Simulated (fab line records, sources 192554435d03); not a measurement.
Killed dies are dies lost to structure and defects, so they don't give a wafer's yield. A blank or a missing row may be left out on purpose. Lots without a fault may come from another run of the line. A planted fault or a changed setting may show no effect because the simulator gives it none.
fab line records | flow n5_finfet
record lots=7 wafers=39
route steps=1938 shown DUMMY_GATE@228 SD_EPI_N@279 SD_EPI_P@321 SD_ACTIVATION@330
start_h: hours from the record's first day to the start of the lot's first wafer shown | wait_h: hours since the lot's step before | " the same as in the row above | L1.1+2: a row that stands for several wafers | - no value, or no start given | * or withheld: withheld | < > ~ a bound
route shown NAME@n: a module of which the file shows steps, and the number in the route of the first | usual: mean/standard deviation of fault-free wafers | same: alike in all rows | chamber/n: place in a boat | sites: the reading at each site | _std_site: their standard deviation | _edge_site: outer sites' mean less inner sites' | radius_mm: how far each site lies from the wafer's centre | mask NAME#n: copy n | behind: the tool/chamber that last shaped the wafer | hold: why the lot was held/for how many hours/how that ended | device: the transistor (n, p or np) that didn't switch | end of line: the same wafers' tests at the end of the route | a step without rows: its recipe alone | killed: dies lost to structure and defects at the first sort, not the wafer's yield | map: a wafer's dies, x killed, . not, _ none there
set.NAME: the setting as run; set.NAME@STEP: as run at that earlier step | model.NAME: the simulator's own value behind a step, which no gauge read
lots whose settings were changed on purpose; a table a step, a row a wafer
## steps
# step N5_DUMMY_GATE_EXPOSE_12
# recipe mask_id=GATE na=0.33 source_shape=annular sigma_inner=0.2 sigma_outer=0.6 polarization=unpolarized target_cd_nm=25 dose_mj=34
# columns lot.wafer tool chamber start_h wait_h mask set.dose_mj
L085.1+2+5 euv_scanner-01 0 113.83 - GATE#0 34
L085.3+4+6 " 0 " " GATE#0 33.17
L086.1+4+6 euv_scanner-02 0 121.80 - GATE#0 32.53
L086.2+3+5 " 0 " " GATE#0 34
L089.1+2+3+4+5+6 euv_scanner-02 0 138.64 - GATE#0 34
L093.1+3+4 euv_scanner-01 0 161.26 - GATE#0 36.17
L093.2+5+6 " 0 " " GATE#0 34
L094.1+3+4 euv_scanner-01 0 166.40 - GATE#0 34
L095.1+2+5 euv_scanner-02 0 172.07 - GATE#0 34
L095.3+4+6 " 0 " " GATE#0 31.85
L096.1+2+6 euv_scanner-01 0 177.50 - GATE#0 32.94
L096.3+4+5 " 0 " " GATE#0 34
# step N5_DUMMY_GATE_PEB_13
# recipe peb_temp_c=100 peb_time_s=60 resist=CAR-EUV
# step N5_DUMMY_GATE_DEVELOP_14
# recipe develop_time_s=30 developer=TMAH resist=CAR-EUV rinse_liquid=surfactant_rinse dry=air_spin dev_temp_c=23
# step N5_DUMMY_GATE_CD_MEAS_15
# recipe target_cd_nm=25.8 landing_energy_ev=500 detector=se_inlens
# usual cd_nm=24.99/0.26
# columns lot.wafer tool chamber start_h wait_h set.dose_mj@DUMMY_GATE_EXPOSE_12 cd_nm
L085.1 cd_sem-03 0 113.96 - 34 25.01
L085.2 " 0 " " 34 24.71
L085.3 " 0 " " 33.17 25.42
L085.4 " 0 " " 33.17 25.54
L085.5 " 0 " " 34 25.21
L085.6 " 0 " " 33.17 25.44
L086.1 cd_sem-03 0 121.93 - 32.53 25.61
L086.2 " 0 " " 34 24.93
L086.3 " 0 " " 34 25.16
L086.4 " 0 " " 32.53 25.31
L086.5 " 0 " " 34 24.92
L086.6 " 0 " " 32.53 25.89
L089.1 cd_sem-03 0 138.77 - 34 24.95
L089.2 " 0 " " 34 24.86
L089.3 " 0 " " 34 25.27
L089.4 " 0 " " 34 24.79
L089.5 " 0 " " 34 24.94
L089.6 " 0 " " 34 25.63
L093.1 cd_sem-03 0 161.38 - 36.17 24.43
L093.2 " 0 " " 34 25.44
L093.3 " 0 " " 36.17 23.85
L093.4 " 0 " " 36.17 23.96
L093.5 " 0 " " 34 25.29
L093.6 " 0 " " 34 24.99
L094.1 cd_sem-01 0 166.52 - 34 25.41
L094.3 " 0 " " 34 25.27
L094.4 " 0 " " 34 25.17
L095.1 cd_sem-02 0 172.20 - 34 24.32
L095.2 " 0 " " 34 25.28
L095.3 " 0 " " 31.85 26.19
L095.4 " 0 " " 31.85 26.27
L095.5 " 0 " " 34 24.53
L095.6 " 0 " " 31.85 25.76
L096.1 cd_sem-01 0 177.62 - 32.94 25.48
L096.2 " 0 " " 32.94 25.77
L096.3 " 0 " " 34 25.15
L096.4 " 0 " " 34 25.41
L096.5 " 0 " " 34 24.99
L096.6 " 0 " " 32.94 25.66
# step N5_SD_EPI_N_ETCH_16
# recipe chemistry=CHF3/O2 target=SiO2 target_depth_a=50 mask_material=SOC pressure_mtorr=30 source_w=650 bias_w=170 Ar_flow_sccm=200 CHF3_flow_sccm=50 O2_flow_sccm=5 ion_energy_ev=200
# columns lot.wafer tool chamber start_h wait_h set.target_depth_a model.etch.depth_nm
L085.1 rie_diel-05 2 117.99 0.1 46.99 4.722
L085.2 " 3 " " 46.99 4.494
L085.3 " 1 " " 50 4.878
L085.4 " 0 " " 46.99 4.557
L085.5 " 0 " " 50 4.803
L085.6 " 3 " " 50 4.764
L086.1 rie_diel-02 3 125.27 0.1 50 5.093
L086.2 " 1 " " 50 4.925
L086.3 " 2 " " 50 4.93
L086.4 " 0 " " 50 5.079
L086.5 " 2 " " 50 4.913
L086.6 " 1 " " 50 4.938
L089.1 rie_diel-01 2 142.03 0.1 50 4.989
L089.2 " 0 " " 50 4.895
L089.3 " 3 " " 53.72 5.381
L089.4 " 3 " " 53.72 5.375
L089.5 " 2 " " 53.72 5.35
L089.6 " 0 " " 50 4.924
L093.1 rie_diel-01 3 165.29 0.1 55.78 5.621
L093.2 " 2 " " 55.78 5.611
L093.3 " 0 " " 50 4.956
L093.4 " 1 " " 55.78 5.782
L093.5 " 0 " " 50 4.99
L093.6 " 3 " " 50 5.046
L094.1 rie_diel-02 2 169.85 0.1 50 4.879
L094.3 " 1 " " 50 4.924
L094.4 " 0 " " 50 5.025
L095.1 rie_diel-01 3 176.97 0.1 50 4.943
L095.2 " 1 " " 44.21 4.526
L095.3 " 0 " " 44.21 4.323
L095.4 " 2 " " 44.21 4.378
L095.5 " 0 " " 50 4.884
L095.6 " 1 " " 50 5.085
L096.1 rie_diel-01 2 182.76 0.1 50 4.941
L096.2 " 0 " " 45.62 4.478
L096.3 " 3 " " 45.62 4.531
L096.4 " 2 " " 45.62 4.485
L096.5 " 3 " " 50 4.938
L096.6 " 0 " " 50 4.902
# step N5_SD_EPI_P_EPI_21
# recipe material=SiGe:B dopant=B temp_c=550 pressure_torr=20 ambient=H2 time_s=355
# columns lot.wafer tool chamber start_h wait_h set.pressure_torr model.SiGe-B_of_SD_EPI_P_EPI_21.thk_nm
L085.1 epi_rpcvd-03 0 124.21 0.2 20 61.2
L085.2 " 0 " " 20 61.6
L085.3 " 0 " " 20 60.6
L085.4 " 0 " " 20 60.2
L085.5 " 0 " " 20 61
L085.6 " 0 " " 20 61.8
L086.1+2+4 epi_rpcvd-04 0 130.50 0.1 20 60.6
L086.3+6 " 0 " " 20 60.8
L086.5 " 0 " " 20 60.4
L089.1 epi_rpcvd-04 0 147.96 0.2 23.69 65.8
L089.2+6 " 0 " " 23.69 65.6
L089.3 " 0 " " 23.69 65
L089.4 " 0 " " 23.69 65.4
L089.5 " 0 " " 23.69 66
L093.1 epi_rpcvd-03 0 171.21 0.1 22.91 63.8
L093.2 " 0 " " 22.91 64.4
L093.3 " 0 " " 22.91 63.2
L093.4 " 0 " " 22.91 63
L093.5 " 0 " " 22.91 63.6
L093.6 " 0 " " 22.91 64.2
L094.1 epi_rpcvd-04 0 175.13 0.2 20 61
L094.3 " 0 " " 20 61.2
L094.4 " 0 " " 20 61.8
L095.1 epi_rpcvd-04 0 182.67 0.3 21.18 61.6
L095.2 " 0 " " 21.18 61.4
L095.3+6 " 0 " " 21.18 62.2
L095.4 " 0 " " 21.18 62
L095.5 " 0 " " 21.18 62.4
L096.1 epi_rpcvd-02 0 188.32 0.1 23.62 65.6
L096.2 " 0 " " 23.62 66.4
L096.3+6 " 0 " " 23.62 66.2
L096.4 " 0 " " 23.62 65.2
L096.5 " 0 " " 23.62 66
# step N5_SD_EPI_P_HM_STRIP_48
# recipe chemistry=H3PO4 temp_c=160 material=SiNx target=SiNx target_depth_a=30 overetch_fraction=0.3
# step N5_SD_ACTIVATION_RTA_00
# recipe temp_c=975 time_s=0 ambient=N2 idle_temp_c=600 ramp_up_c_per_s=150 ramp_down_c_per_s=60 cool_to_c=600
# step N5_SD_ACTIVATION_LSA_01
# recipe temp_c=1080 time_s=0.0008 ambient=N2
# step N5_SD_ACTIVATION_RS_MEAS_03
# recipe thk_meas_gauge=four-point-probe
# usual RS_SD_N=21.85/0.28 RS_SD_P=56.2/0.86
# columns lot.wafer tool chamber start_h wait_h set.pressure_torr@SD_EPI_P_EPI_21 RS_SD_N[ohm/sq] RS_SD_P[ohm/sq]
L085.1 film_metro-01 - 127.73 0.2 20 21.90 56.2
L085.2 " - " " 20 22.14 56.6
L085.3 " - " " 20 22.18 56.9
L085.4 " - " " 20 21.73 57.4
L085.5 " - " " 20 21.52 57.5
L085.6 " - " " 20 22.22 56.2
L086.1 film_metro-02 - 133.30 0.2 20 22.38 57.1
L086.2 " - " " 20 22.00 57.0
L086.3 " - " " 20 22.29 56.4
L086.4 " - " " 20 21.98 57.0
L086.5 " - " " 20 22.17 57.3
L086.6 " - " " 20 22.52 56.7
L089.1 film_metro-01 - 151.50 0.2 23.69 22.51 49.0
L089.2 " - " " 23.69 22.09 48.8
L089.3 " - " " 23.69 22.03 49.4
L089.4 " - " " 23.69 21.90 49.0
L089.5 " - " " 23.69 22.02 49.0
L089.6 " - " " 23.69 21.85 49.3
L093.1 film_metro-01 - 174.28 0.2 22.91 21.75 51.8
L093.2 " - " " 22.91 22.01 51.4
L093.3 " - " " 22.91 22.28 52.7
L093.4 " - " " 22.91 21.76 52.6
L093.5 " - " " 22.91 22.00 52.0
L093.6 " - " " 22.91 21.96 51.7
L094.1 film_metro-01 - 178.67 0.2 20 21.35 54.9
L094.3 " - " " 20 21.98 54.7
L094.4 " - " " 20 21.61 54.6
L095.1 film_metro-02 - 187.37 0.2 21.18 22.18 54.0
L095.2 " - " " 21.18 22.12 54.1
L095.3 " - " " 21.18 22.08 53.7
L095.4 " - " " 21.18 21.96 53.9
L095.5 " - " " 21.18 22.18 53.7
L095.6 " - " " 21.18 22.14 53.4
L096.1 film_metro-01 - 191.13 0.2 23.62 21.40 50.4
L096.2 " - " " 23.62 21.42 49.4
L096.3 " - " " 23.62 21.36 50.0
L096.4 " - " " 23.62 21.33 50.9
L096.5 " - " " 23.62 21.72 50.1
L096.6 " - " " 23.62 21.64 49.7
## key
split step=N5_DUMMY_GATE_EXPOSE_12 setting=dose_mj stated=34 by=wafer
response step=N5_DUMMY_GATE_CD_MEAS_15 reading=cd_nm change=-0.185 per=1% r=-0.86
split step=N5_SD_EPI_N_ETCH_16 setting=target_depth_a stated=50 by=wafer
response step=N5_SD_EPI_N_ETCH_16 reading=model.etch.depth_nm change=+0.0519 per=1% r=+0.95
split step=N5_SD_EPI_P_EPI_21 setting=pressure_torr stated=20 by=lot
response step=N5_SD_EPI_P_EPI_21 reading=model.SiGe-B_of_SD_EPI_P_EPI_21.thk_nm change=+0.251 per=1% r=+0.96
response step=N5_SD_ACTIVATION_RS_MEAS_03 reading=RS_SD_P change=-0.358 per=1% r=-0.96
